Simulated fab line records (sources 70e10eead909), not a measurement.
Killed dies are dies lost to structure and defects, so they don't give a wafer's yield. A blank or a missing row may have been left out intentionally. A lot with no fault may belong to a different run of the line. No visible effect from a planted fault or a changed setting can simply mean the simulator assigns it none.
Which of the tools did it? + flow nand_harc + 13 lots, 39 wafers sampled, at 5 steps of a route of 1159

== WHAT THE GAUGES READ, wafer by wafer ==
NHARC_END_SORT_01.
| lot  | measured     | on        | killed_at_array | killed_at_other | killed_at_periphery | killed_dies | killed_open | killed_short |
|------|--------------|-----------|-----------------|-----------------|---------------------|-------------|-------------|--------------|
| L395 | day 20 19:29 | prober-01 | 15 23 24        | 0 0 0           | 662 654 653         | 677 677 677 | 2 2 1       | 0 5 1        |
| L398 | day 20 22:08 | prober-02 | 50 36 28        | 3 1 2           | 624 640 647         | 677 677 677 | 7 4 1       | 1 0 3        |

== WHICH TOOL RAN EACH LOT (tool, then ch and the chambers of the sampled wafers, then the start) ==
| lot  | NHARC_P_GATE_DESCUM_61             | NHARC_P_GATE_STRIP_112               | NHARC_P_GATE_STRIP_113               | NHARC_P_GATE_RTA_64              |
|------|------------------------------------|--------------------------------------|--------------------------------------|----------------------------------|
| L389 | rie_diel-05 ch 0,1,2, day 5 09:31  | plasma_asher-02 ch 0,1, day 5 10:04  | plasma_asher-02 ch 0,1, day 5 11:58  | rtp_anneal-01 ch 0, day 5 13:32  |
| L392 | rie_diel-13 ch 0,2,3, day 5 21:34  | plasma_asher-01 ch 0,1, day 5 21:58  | plasma_asher-01 ch 1, day 5 23:52    | rtp_anneal-02 ch 0, day 6 01:02  |
| L391 | rie_diel-03 ch 0,2, day 5 22:06    | plasma_asher-01 ch 0, day 5 22:29    | plasma_asher-02 ch 0,1, day 6 00:22  | rtp_anneal-02 ch 0, day 6 01:41  |
| L393 | rie_diel-05 ch 2,3, day 6 08:35    | plasma_asher-01 ch 0,1, day 6 08:59  | plasma_asher-02 ch 0,1, day 6 10:39  | rtp_anneal-02 ch 0, day 6 11:48  |
| L394 | rie_diel-03 ch 0,2,3, day 6 08:58  | plasma_asher-02 ch 0,1, day 6 09:19  | plasma_asher-01 ch 0,1, day 6 11:05  | rtp_anneal-01 ch 0, day 6 12:21  |
| L395 | rie_diel-03 ch 0,2,3, day 7 04:14  | plasma_asher-02 ch 0,1, day 7 04:37  | plasma_asher-02 ch 0,1, day 7 06:25  | rtp_anneal-02, day 7 07:49       |
| L398 | rie_diel-05 ch 0,3, day 7 11:55    | plasma_asher-01 ch 0,1, day 7 12:17  | plasma_asher-02 ch 0,1, day 7 13:53  | rtp_anneal-01, day 7 15:10       |
| L406 | rie_diel-05 ch 0,2,3, day 9 12:19  | plasma_asher-01 ch 0,1, day 9 12:41  | plasma_asher-01 ch 0,1, day 9 14:25  | rtp_anneal-02 ch 0, day 9 15:43  |
| L408 | rie_diel-05 ch 0,2, day 10 02:38   | plasma_asher-02 ch 0, day 10 03:03   | plasma_asher-01 ch 0,1, day 10 04:37 | rtp_anneal-02 ch 0, day 10 05:55 |
| L409 | rie_diel-05 ch 0,1, day 10 04:28   | plasma_asher-02 ch 0, day 10 04:54   | plasma_asher-02 ch 0,1, day 10 06:44 | rtp_anneal-02 ch 0, day 10 07:56 |
| L410 | rie_diel-03 ch 0,1,2, day 10 13:40 | plasma_asher-02 ch 0,1, day 10 14:13 | plasma_asher-01 ch 0,1, day 10 15:48 | rtp_anneal-02 ch 0, day 10 17:05 |
| L411 | rie_diel-03 ch 0,3, day 10 14:03   | plasma_asher-01 ch 0,1, day 10 14:30 | plasma_asher-02 ch 0,1, day 10 16:23 | rtp_anneal-02 ch 0, day 10 17:29 |
| L412 | rie_diel-03 ch 0,2, day 11 01:54   | plasma_asher-01 ch 0,1, day 11 02:15 | plasma_asher-02 ch 0,1, day 11 03:58 | rtp_anneal-02 ch 0, day 11 05:22 |
- NHARC_P_GATE_DESCUM_61: chemistry O2, time 3 s.
- NHARC_P_GATE_STRIP_112: strips in N2/H2, time 200 s.
- NHARC_P_GATE_STRIP_113: strips in N2/H2, time 740 s.
- NHARC_P_GATE_RTA_64: time 1 s.

== WHAT THE TOOLS THEMSELVES READ (means of the sampled wafers that have a number; where no wafer has one, the mark that the record gives instead) ==
NHARC_P_GATE_DESCUM_61.
| lot  | tool        | drypump_motor_current_A (A) | oes_product_au (a.u.) | rf_vpp_V (V) | showerhead_plenum_p_Torr (Torr) | throttle_valve_pct (%) |
|------|-------------|-----------------------------|-----------------------|--------------|---------------------------------|------------------------|
| L389 | rie_diel-05 | 5.9                         | 0.997                 | 57.7         | 1.92                            | 11.310                 |
| L392 | rie_diel-13 | 5.7                         | 0.993                 | 57.4         | 1.91                            | 11.315                 |
| L391 | rie_diel-03 | 5.7                         | 1.005                 | 58.5         | 2.01                            | 11.315                 |
| L393 | rie_diel-05 | 5.5                         | 1.002                 | 58.3         | 1.97                            | 11.314                 |
| L394 | rie_diel-03 | 5.5                         | 0.996                 | 58.0         | 1.92                            | 11.314                 |
| L395 | rie_diel-03 | 5.5                         | 1.008                 | 56.9         | 1.92                            | 11.315                 |
| L398 | rie_diel-05 | 6.0                         | 0.999                 | 58.7         | 1.94                            | 11.311                 |
| L406 | rie_diel-05 | 5.8                         | 0.988                 | 57.8         | 1.96                            | 11.316                 |
| L408 | rie_diel-05 | 5.9                         | 0.976                 | 57.5         | 1.96                            | 11.314                 |
| L409 | rie_diel-05 | 6.1                         | 1.005                 | 58.1         | 1.90                            | 11.316                 |
| L410 | rie_diel-03 | 5.9                         | 1.006                 | 58.1         | 1.92                            | 11.313                 |
| L411 | rie_diel-03 | 5.5                         | 0.995                 | 57.4         | 1.87                            | 11.310                 |
| L412 | rie_diel-03 | 5.6                         | 1.000                 | 58.1         | 1.96                            | 11.313                 |

NHARC_P_GATE_STRIP_112.
| lot  | tool            | drypump_motor_current_A (A) | heater_power_w (W) |
|------|-----------------|-----------------------------|--------------------|
| L389 | plasma_asher-02 | 5.86                        | 83                 |
| L392 | plasma_asher-01 | 5.30                        | 100                |
| L391 | plasma_asher-01 | 5.48                        | 104                |
| L393 | plasma_asher-01 | 5.30                        | 98                 |
| L394 | plasma_asher-02 | 5.87                        | 84                 |
| L395 | plasma_asher-02 | 5.87                        | 83                 |
| L398 | plasma_asher-01 | 5.38                        | 101                |
| L406 | plasma_asher-01 | 5.39                        | 101                |
| L408 | plasma_asher-02 | 5.87                        | 79                 |
| L409 | plasma_asher-02 | 5.88                        | 78                 |
| L410 | plasma_asher-02 | 5.88                        | 84                 |
| L411 | plasma_asher-01 | 5.38                        | 101                |
| L412 | plasma_asher-01 | 5.28                        | 99                 |

NHARC_P_GATE_STRIP_113.
| lot  | tool            | drypump_motor_current_A (A) | heater_power_w (W) |
|------|-----------------|-----------------------------|--------------------|
| L389 | plasma_asher-02 | 5.92                        | 84                 |
| L392 | plasma_asher-01 | 5.22                        | 99                 |
| L391 | plasma_asher-02 | 5.86                        | 85                 |
| L393 | plasma_asher-02 | 5.90                        | 84                 |
| L394 | plasma_asher-01 | 5.38                        | 102                |
| L395 | plasma_asher-02 | 5.89                        | 83                 |
| L398 | plasma_asher-02 | 5.85                        | 83                 |
| L406 | plasma_asher-01 | 5.30                        | 99                 |
| L408 | plasma_asher-01 | 5.31                        | 100                |
| L409 | plasma_asher-02 | 5.89                        | 84                 |
| L410 | plasma_asher-01 | 5.37                        | 101                |
| L411 | plasma_asher-02 | 5.87                        | 81                 |
| L412 | plasma_asher-02 | 5.90                        | 82                 |

NHARC_P_GATE_RTA_64.
| lot  | tool          | anneal_temp_c_max | lamp_power_pct (%) | wafer_temp_C_max |
|------|---------------|-------------------|--------------------|------------------|
| L389 | rtp_anneal-01 | 1054.2            | 33.27              | 1055.2           |
| L392 | rtp_anneal-02 | 1054.9            | 32.90              | 1056.3           |
| L391 | rtp_anneal-02 | 1053.6            | 32.87              | 1056.5           |
| L393 | rtp_anneal-02 | 1053.7            | 32.89              | 1054.5           |
| L394 | rtp_anneal-01 | 1054.4            | 33.29              | 1055.0           |
| L395 | rtp_anneal-02 | -                 | -                  | -                |
| L398 | rtp_anneal-01 | -                 | -                  | -                |
| L406 | rtp_anneal-02 | 1054.7            | 32.95              | 1055.4           |
| L408 | rtp_anneal-02 | 1054.5            | 32.92              | 1056.5           |
| L409 | rtp_anneal-02 | 1054.4            | 32.94              | 1055.7           |
| L410 | rtp_anneal-02 | 1055.0            | 32.95              | 1056.3           |
| L411 | rtp_anneal-02 | 1055.1            | 32.90              | 1057.0           |
| L412 | rtp_anneal-02 | 1054.4            | 32.89              | 1057.0           |

== THE ANSWER, worked out from the rows above alone ==
Rule: the usual values come from the lots themselves. Put in order of their means at a reading, lots are off if they are a third of the lots or fewer, leave a main group of 4 or more, and stand apart from it by a gap of 3 or more times the standard deviation of the main group's means; of several such gaps the widest counts. The tables above print the reading to a certain number of digits; a main group whose means all agree to those digits is not used. Also off: a lot with no number at a reading for which 4 or more lots have one. All remaining lots with rows at the step are treated as sound. The gauges are gone through in route order, then the tools' own readings, and for those a lot's mean is taken as printed above. At the first step where some lot is off, the reading lying furthest off is the one used; lots without a number count as furthest.
Off, at NHARC_P_GATE_RTA_64 on anneal_temp_c_max: L395, L398. Without a number there: L395, L398. The main group has a mean of 1054.4 with a standard deviation of 0.46.
A tool fits if, at that step or a process step before it, it ran every lot that is off, and no sound lot after the first of them. Not one of the candidates tried fits.

== WHAT THE SIMULATOR PUT IN ==
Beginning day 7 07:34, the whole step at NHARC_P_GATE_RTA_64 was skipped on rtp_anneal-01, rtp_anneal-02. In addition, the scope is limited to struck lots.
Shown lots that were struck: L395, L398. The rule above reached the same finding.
